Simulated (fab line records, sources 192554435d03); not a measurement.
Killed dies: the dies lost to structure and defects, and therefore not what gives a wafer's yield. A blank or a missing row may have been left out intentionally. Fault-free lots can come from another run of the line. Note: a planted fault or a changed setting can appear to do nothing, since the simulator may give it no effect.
What tool caused it? / flow n5-finfet / 66 wafers from 22 lots sampled at 2 of the route's 1938 steps

== WHAT THE GAUGES SHOWED, per wafer ==
N5_FIN_SAQP_INSPECT_18: inspects for defects (brightfield). Usual: raw-defect-count reads 424 (standard deviation 120).
lot=L074; measured=day 1 21:06; on=defect-inspect-01; raw-defect-count=317 285 231; flag=
lot=L075; measured=day 2 05:01; on=defect-inspect-01; raw-defect-count=557 244 305; flag=
lot=L076; measured=day 2 10:35; on=defect-inspect-02; raw-defect-count=414 414 410; flag=
lot=L077; measured=day 2 16:12; on=defect-inspect-02; raw-defect-count=413 451 338; flag=
lot=L078; measured=day 2 22:44; on=defect-inspect-01; raw-defect-count=410 608 669; flag=
lot=L079; measured=day 3 06:01; on=defect-inspect-01; raw-defect-count=543 410 556; flag=
lot=L081; measured=day 3 17:14; on=defect-inspect-02; raw-defect-count=397 402 445; flag=
lot=L082; measured=day 3 23:09; on=defect-inspect-02; raw-defect-count=393 257 499; flag=
lot=L083; measured=day 4 03:20; on=defect-inspect-02; raw-defect-count=332 393 281; flag=
lot=L084; measured=day 4 10:46; on=defect-inspect-01; raw-defect-count=505 497 623; flag=
lot=L085; measured=day 4 16:41; on=defect-inspect-02; raw-defect-count=444 296 456; flag=
lot=L086; measured=day 4 22:01; on=defect-inspect-01; raw-defect-count=565 485 557; flag=
lot=L088; measured=day 5 10:25; on=defect-inspect-01; raw-defect-count=405 350 412; flag=
lot=L089; measured=day 5 15:55; on=defect-inspect-02; raw-defect-count=502 420 473; flag=
lot=L090; measured=day 5 21:43; on=defect-inspect-02; raw-defect-count=236 224 295; flag=
lot=L091; measured=day 6 03:47; on=defect-inspect-01; raw-defect-count=494 321 501; flag=
lot=L092; measured=day 6 09:27; on=defect-inspect-01; raw-defect-count=734 535 528; flag=
lot=L093; measured=day 6 15:15; on=defect-inspect-01; raw-defect-count=439 284 227; flag=
lot=L094; measured=day 6 21:48; on=defect-inspect-02; raw-defect-count=473 521 611; flag=
lot=L095; measured=day 7 03:11; on=defect-inspect-01; raw-defect-count=339 552 416; flag=
lot=L096; measured=day 7 10:20; on=defect-inspect-01; raw-defect-count=441 518 451; flag=
lot=L097; measured=day 7 16:23; on=defect-inspect-01; raw-defect-count=507 506 364; flag=

== EACH LOT AND THE TOOL THAT RAN IT (in order: tool; ch and the chambers of the sampled wafers; start) ==
lot=L074; N5_FIN_SAQP_HM_DEP_72=pecvd-02 ch 0,1,2, day 1 20:43
lot=L075; N5_FIN_SAQP_HM_DEP_72=pecvd-02 ch 0,1,2, day 2 04:31
lot=L076; N5_FIN_SAQP_HM_DEP_72=pecvd-01 ch 0,1, day 2 10:04
lot=L077; N5_FIN_SAQP_HM_DEP_72=pecvd-03 ch 0,1, day 2 15:40
lot=L078; N5_FIN_SAQP_HM_DEP_72=pecvd-01 ch 0,1,2, day 2 22:13
lot=L079; N5_FIN_SAQP_HM_DEP_72=pecvd-03 ch 0,2, day 3 05:29
lot=L081; N5_FIN_SAQP_HM_DEP_72=pecvd-01 ch 0,1,2, day 3 16:50
lot=L082; N5_FIN_SAQP_HM_DEP_72=pecvd-01 ch 0,1,2, day 3 22:46
lot=L083; N5_FIN_SAQP_HM_DEP_72=pecvd-03 ch 0,1,2, day 4 02:57
lot=L084; N5_FIN_SAQP_HM_DEP_72=pecvd-01 ch 0,1,2, day 4 10:23
lot=L085; N5_FIN_SAQP_HM_DEP_72=pecvd-02 ch 0,1,2, day 4 16:11
lot=L086; N5_FIN_SAQP_HM_DEP_72=pecvd-01 ch 0,1,2, day 4 21:30
lot=L088; N5_FIN_SAQP_HM_DEP_72=pecvd-02 ch 0,2, day 5 09:53
lot=L089; N5_FIN_SAQP_HM_DEP_72=pecvd-02 ch 0,2, day 5 15:23
lot=L090; N5_FIN_SAQP_HM_DEP_72=pecvd-01 ch 1,2, day 5 21:11
lot=L091; N5_FIN_SAQP_HM_DEP_72=pecvd-03 ch 0,1,2, day 6 03:25
lot=L092; N5_FIN_SAQP_HM_DEP_72=pecvd-01 ch 0,1,2, day 6 09:05
lot=L093; N5_FIN_SAQP_HM_DEP_72=pecvd-03 ch 0,2, day 6 14:44
lot=L094; N5_FIN_SAQP_HM_DEP_72=pecvd-02 ch 0,1,2, day 6 21:17
lot=L095; N5_FIN_SAQP_HM_DEP_72=pecvd-02 ch 0,1,2, day 7 02:41
lot=L096; N5_FIN_SAQP_HM_DEP_72=pecvd-02 ch 0,1,2, day 7 09:49
lot=L097; N5_FIN_SAQP_HM_DEP_72=pecvd-02 ch 0,1,2, day 7 15:52
- N5_FIN_SAQP_HM_DEP_72: deposits SiO2 from SiH4/N2O, target thk 12 nm, time 7.2 s.

== AS READ BY THE TOOLS THEMSELVES (means over the sampled wafers that have a number; for cases with no such wafer, the mark the record gives instead) ==
N5_FIN_SAQP_HM_DEP_72. Usual: heater-power-w 758 W, standard deviation 49; showerhead-plenum-p-Torr 8.22 Torr, standard deviation 0.1.
lot=L074; tool=pecvd-02; heater-power-w (W)=744; showerhead-plenum-p-Torr (Torr)=8.18; flag=
lot=L075; tool=pecvd-02; heater-power-w (W)=781; showerhead-plenum-p-Torr (Torr)=8.17; flag=
lot=L076; tool=pecvd-01; heater-power-w (W)=766; showerhead-plenum-p-Torr (Torr)=8.32; flag=
lot=L077; tool=pecvd-03; heater-power-w (W)=785; showerhead-plenum-p-Torr (Torr)=8.28; flag=
lot=L078; tool=pecvd-01; heater-power-w (W)=749; showerhead-plenum-p-Torr (Torr)=8.31; flag=
lot=L079; tool=pecvd-03; heater-power-w (W)=812; showerhead-plenum-p-Torr (Torr)=8.11; flag=
lot=L081; tool=pecvd-01; heater-power-w (W)=775; showerhead-plenum-p-Torr (Torr)=8.30; flag=
lot=L082; tool=pecvd-01; heater-power-w (W)=754; showerhead-plenum-p-Torr (Torr)=8.31; flag=
lot=L083; tool=pecvd-03; heater-power-w (W)=751; showerhead-plenum-p-Torr (Torr)=8.19; flag=
lot=L084; tool=pecvd-01; heater-power-w (W)=735; showerhead-plenum-p-Torr (Torr)=8.30; flag=
lot=L085; tool=pecvd-02; heater-power-w (W)=753; showerhead-plenum-p-Torr (Torr)=8.18; flag=
lot=L086; tool=pecvd-01; heater-power-w (W)=744; showerhead-plenum-p-Torr (Torr)=8.30; flag=
lot=L088; tool=pecvd-02; heater-power-w (W)=747; showerhead-plenum-p-Torr (Torr)=8.11; flag=
lot=L089; tool=pecvd-02; heater-power-w (W)=763; showerhead-plenum-p-Torr (Torr)=8.16; flag=
lot=L090; tool=pecvd-01; heater-power-w (W)=721; showerhead-plenum-p-Torr (Torr)=8.29; flag=
lot=L091; tool=pecvd-03; heater-power-w (W)=755; showerhead-plenum-p-Torr (Torr)=8.20; flag=
lot=L092; tool=pecvd-01; heater-power-w (W)=762; showerhead-plenum-p-Torr (Torr)=8.31; flag=
lot=L093; tool=pecvd-03; heater-power-w (W)=799; showerhead-plenum-p-Torr (Torr)=8.09; flag=
lot=L094; tool=pecvd-02; heater-power-w (W)=749; showerhead-plenum-p-Torr (Torr)=8.18; flag=
lot=L095; tool=pecvd-02; heater-power-w (W)=749; showerhead-plenum-p-Torr (Torr)=8.18; flag=
lot=L096; tool=pecvd-02; heater-power-w (W)=753; showerhead-plenum-p-Torr (Torr)=8.17; flag=
lot=L097; tool=pecvd-02; heater-power-w (W)=765; showerhead-plenum-p-Torr (Torr)=8.17; flag=

== THE ANSWER, worked out from the rows above alone ==
Rule: take the mean of a lot's wafers that have a number; if it is more than 3 standard deviations from the usual mean, the lot is off. A lot without any number at a reading at which 4 lots or more have one is off too. All remaining lots with rows at the step are treated as sound. Order of review: gauges by route order, followed by the tools' own readings, for which a lot's mean as printed above is used. The first step at which some lot is off is used, and at that step the reading that is off furthest; a lot without a number counts as furthest.
Across all readings shown, no lot is off: no conclusion can be drawn from this.

== WHAT THE SIMULATOR PUT IN ==
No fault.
